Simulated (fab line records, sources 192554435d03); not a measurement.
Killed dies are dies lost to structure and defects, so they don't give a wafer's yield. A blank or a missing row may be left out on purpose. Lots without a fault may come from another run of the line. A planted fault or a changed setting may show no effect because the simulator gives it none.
Chamber matching | flow n5_finfet | N5_BEOL_M2_ALD_84 on ald_metal-04: 4 sister chambers
The step deposits TaN, pulse time 2 s, purge time 3 s, co reactant purge time 2 s. 4 wafers are shown with their chamber, then 7 later ones without.

WAFERS WITH THEIR CHAMBER
wafer  | chamber | heater_power_w (W)
L081.6 | 2       | 400
L083.5 | 3       | 443
L086.1 | 0       | 384
L086.2 | 1       | 339

WAFERS WITHOUT THEIR CHAMBER
wafer  | heater_power_w (W)
L086.4 | 405
L087.3 | 337
L087.4 | 440
L087.6 | 386
L096.1 | 394
L096.3 | 432
L096.5 | 434

WHICH CHAMBER EACH WENT THROUGH
wafer  | from the rows above     | in truth
L086.4 | 2                       | 2
L087.3 | 1                       | 1
L087.4 | 3                       | 3
L087.6 | can't be placed: 0 or 2 | 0
L096.1 | can't be placed: 2 or 0 | 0
L096.3 | 3                       | 3
L096.5 | 3                       | 3
Placed correctly: 5 of 7. Can't be placed from these rows: 2 (the true chamber is among the candidates in 2). Placed wrongly: 0.
How it was worked out, from the rows above alone: a wafer's distance from a chamber is the root of the sum, over the readings, of the square of ((its reading less the chamber's mean) divided by the reading's scatter). The wafer belongs to the nearest chamber; if the next one is less than 2 further off, it can't be placed. A chamber's mean is the mean of its shown wafers. The scatter: with one shown wafer a chamber, the root of the mean of the squares of how far each hidden wafer lies from its nearest shown one.
